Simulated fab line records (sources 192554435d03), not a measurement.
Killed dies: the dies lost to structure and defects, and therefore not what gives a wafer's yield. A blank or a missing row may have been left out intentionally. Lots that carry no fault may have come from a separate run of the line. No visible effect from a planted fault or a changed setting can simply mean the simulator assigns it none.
Lot-split experiment :: flow n5-finfet :: 21 wafers read across 7 lots, on a route 1938 steps long

## ABOUT THE SPLIT
At N5_BEOL_M5_COAT_66 (time 60 s, resist thk 12 nm), the setting spin-rpm was moved away from the recipe's 1500 rpm on 6 of the 21 wafers read, by -7.4% to +11.0%. All remaining wafers had this setting at the recipe value.

## FROM THE SPLIT TO THE READING: what the file shows between them, 6 steps
- N5_BEOL_M5_COAT_22: resist thk 30 nm (also split here: spin-rpm)
- N5_BEOL_M5_EBR_24
- N5_BEOL_M5_SOFTBAKE_23: time 60 s
- N5_BEOL_M5_DESCUM_33: chemistry O2, time 7 s
- N5_BEOL_M5_ETCH_75: etches underlayer in N2/H2, target depth 6.5 nm, time 5.2 s
- N5_BEOL_M5_ETCH_67: etches SiARC in CF4, target depth 15.6 nm, time 26 s

## THE READING
SiARC_of_BEOL_M5_COAT_66.thk-nm (the simulator's own value, which no gauge read), in nm, at N5_BEOL_M5_ETCH_68 (etches SOC in N2/H2, target depth 80 nm, overetch 16 nm, time 120 s). No usual value for it is given in the file. The 15 wafers here that ran the recipe average 6.5 nm, standard deviation 0.17 nm.

wafer: L080.2
tool, chamber at the split: litho-track-04, 0
spin-rpm as run, rpm: 1500
against the recipe: recipe
SiARC_of_BEOL_M5_COAT_66.thk-nm, nm: 6.6
against lot-mates on the recipe: -

wafer: L080.3
tool, chamber at the split: litho-track-04, 0
spin-rpm as run, rpm: 1500
against the recipe: recipe
SiARC_of_BEOL_M5_COAT_66.thk-nm, nm: 6.6
against lot-mates on the recipe: -

wafer: L080.6
tool, chamber at the split: litho-track-04, 0
spin-rpm as run, rpm: 1500
against the recipe: recipe
SiARC_of_BEOL_M5_COAT_66.thk-nm, nm: 6.6
against lot-mates on the recipe: -

wafer: L074.2
tool, chamber at the split: litho-track-04, 0
spin-rpm as run, rpm: 1500
against the recipe: recipe
SiARC_of_BEOL_M5_COAT_66.thk-nm, nm: 6.2
against lot-mates on the recipe: -

wafer: L074.4
tool, chamber at the split: litho-track-04, 0
spin-rpm as run, rpm: 1500
against the recipe: recipe
SiARC_of_BEOL_M5_COAT_66.thk-nm, nm: 6.6
against lot-mates on the recipe: -

wafer: L074.5
tool, chamber at the split: litho-track-04, 0
spin-rpm as run, rpm: 1500
against the recipe: recipe
SiARC_of_BEOL_M5_COAT_66.thk-nm, nm: 6.4
against lot-mates on the recipe: -

wafer: L084.1
tool, chamber at the split: litho-track-02, 0
spin-rpm as run, rpm: 1595
against the recipe: +6.3%
SiARC_of_BEOL_M5_COAT_66.thk-nm, nm: 6
against lot-mates on the recipe: -0.4

wafer: L084.2
tool, chamber at the split: litho-track-02, 0
spin-rpm as run, rpm: 1500
against the recipe: recipe
SiARC_of_BEOL_M5_COAT_66.thk-nm, nm: 6.6
against lot-mates on the recipe: -

wafer: L084.3
tool, chamber at the split: litho-track-02, 0
spin-rpm as run, rpm: 1500
against the recipe: recipe
SiARC_of_BEOL_M5_COAT_66.thk-nm, nm: 6.2
against lot-mates on the recipe: -

wafer: L083.2
tool, chamber at the split: litho-track-03, 0
spin-rpm as run, rpm: 1389
against the recipe: -7.4%
SiARC_of_BEOL_M5_COAT_66.thk-nm, nm: 7
against lot-mates on the recipe: +0.4

wafer: L083.5
tool, chamber at the split: litho-track-03, 0
spin-rpm as run, rpm: 1500
against the recipe: recipe
SiARC_of_BEOL_M5_COAT_66.thk-nm, nm: 6.6
against lot-mates on the recipe: -

wafer: L083.6
tool, chamber at the split: litho-track-03, 0
spin-rpm as run, rpm: 1500
against the recipe: recipe
SiARC_of_BEOL_M5_COAT_66.thk-nm, nm: 6.6
against lot-mates on the recipe: -

wafer: L087.2
tool, chamber at the split: litho-track-02, 0
spin-rpm as run, rpm: 1500
against the recipe: recipe
SiARC_of_BEOL_M5_COAT_66.thk-nm, nm: 6.8
against lot-mates on the recipe: -

wafer: L087.4
tool, chamber at the split: litho-track-02, 0
spin-rpm as run, rpm: 1500
against the recipe: recipe
SiARC_of_BEOL_M5_COAT_66.thk-nm, nm: 6.4
against lot-mates on the recipe: -

wafer: L087.5
tool, chamber at the split: litho-track-02, 0
spin-rpm as run, rpm: 1644
against the recipe: +9.6%
SiARC_of_BEOL_M5_COAT_66.thk-nm, nm: 6
against lot-mates on the recipe: -0.6

wafer: L092.2
tool, chamber at the split: litho-track-04, 0
spin-rpm as run, rpm: 1500
against the recipe: recipe
SiARC_of_BEOL_M5_COAT_66.thk-nm, nm: 6.8
against lot-mates on the recipe: -

wafer: L092.4
tool, chamber at the split: litho-track-04, 0
spin-rpm as run, rpm: 1665
against the recipe: +11.0%
SiARC_of_BEOL_M5_COAT_66.thk-nm, nm: 6
against lot-mates on the recipe: -0.8

wafer: L092.6
tool, chamber at the split: litho-track-04, 0
spin-rpm as run, rpm: 1665
against the recipe: +11.0%
SiARC_of_BEOL_M5_COAT_66.thk-nm, nm: 6
against lot-mates on the recipe: -0.8

wafer: L094.1
tool, chamber at the split: litho-track-03, 0
spin-rpm as run, rpm: 1426
against the recipe: -4.9%
SiARC_of_BEOL_M5_COAT_66.thk-nm, nm: 7.2
against lot-mates on the recipe: +0.6

wafer: L094.4
tool, chamber at the split: litho-track-03, 0
spin-rpm as run, rpm: 1500
against the recipe: recipe
SiARC_of_BEOL_M5_COAT_66.thk-nm, nm: 6.6
against lot-mates on the recipe: -

wafer: L094.5
tool, chamber at the split: litho-track-03, 0
spin-rpm as run, rpm: 1500
against the recipe: recipe
SiARC_of_BEOL_M5_COAT_66.thk-nm, nm: 6.6
against lot-mates on the recipe: -

THE FIT
A straight line over all 21 wafers: SiARC_of_BEOL_M5_COAT_66.thk-nm changes by -0.0616 nm for each +1% of spin-rpm; r = -0.85; the points scatter about the line by 0.18 nm.
The same after taking each lot's own level away (the mean of its wafers on the recipe; 21 wafers): -0.0707 nm for each +1%; r = -0.93; scatter 0.13 nm.
That fit puts the effect of the largest move of spin-rpm on the reading at 0.78 nm.
From 6.40 to 6.80 nm: that is the span of the lots' own levels, equal to 2.3 times the standard deviation above.
Thus the slope moves with the lot-to-lot level: the two fits are different.
Check: with one of the wafers moved furthest among these (+11.0%) left out of the fit, the line predicts -0.756 nm for it against its lot-mates. Against them it came out at -0.8 nm.

## OTHER SPLITS APPLIED TO THESE WAFERS
Other splits were also applied to these wafers ahead of the reading. Each is held against what the fit with the lots' levels taken away leaves over:
other split on the same wafers: N5_BEOL_M2_ETCH_69 bias-w
wafers away from the commonest value: 7
r with SiARC_of_BEOL_M5_COAT_66.thk-nm (lot level and that fit taken away): -0.16

other split on the same wafers: N5_BEOL_M2_ETCH_70 source-w
wafers away from the commonest value: 6
r with SiARC_of_BEOL_M5_COAT_66.thk-nm (lot level and that fit taken away): +0.08

other split on the same wafers: N5_BEOL_M3_ETCH_70 time-s
wafers away from the commonest value: 6
r with SiARC_of_BEOL_M5_COAT_66.thk-nm (lot level and that fit taken away): +0.08

other split on the same wafers: N5_BEOL_M3_TRENCH_ETCH_37 time-s
wafers away from the commonest value: 7
r with SiARC_of_BEOL_M5_COAT_66.thk-nm (lot level and that fit taken away): -0.23

other split on the same wafers: N5_BEOL_M5_COAT_22 spin-rpm
wafers away from the commonest value: 3
r with SiARC_of_BEOL_M5_COAT_66.thk-nm (lot level and that fit taken away): -0.01

## THE WHOLE CHAIN: every reading that the file lists as answering this split, in the file's order
step: N5_BEOL_M5_COAT_66
what it does: time 60 s, resist thk 12 nm
reading: SiARC_of_BEOL_M5_COAT_66.thk-nm (the simulator's own value, which no gauge read)
change (the file's fit): -0.0558 nm for each +1% of the setting
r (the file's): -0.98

step: N5_BEOL_M5_ETCH_67
what it does: etches SiARC in CF4, target depth 15.6 nm, time 26 s
reading: etch.depth-nm (the simulator's own value, which no gauge read)
change (the file's fit): -0.0569 nm for each +1% of the setting
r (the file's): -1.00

step: N5_BEOL_M5_ETCH_68
what it does: etches SOC in N2/H2, target depth 80 nm, overetch 16 nm, time 120 s
reading: SiARC_of_BEOL_M5_COAT_66.thk-nm (the simulator's own value, which no gauge read)
change (the file's fit): -0.0692 nm for each +1% of the setting
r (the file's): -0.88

## THE FILE'S OWN FIT
SiARC_of_BEOL_M5_COAT_66.thk-nm changes by -0.0692 nm for each +1% of spin-rpm, r = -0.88.
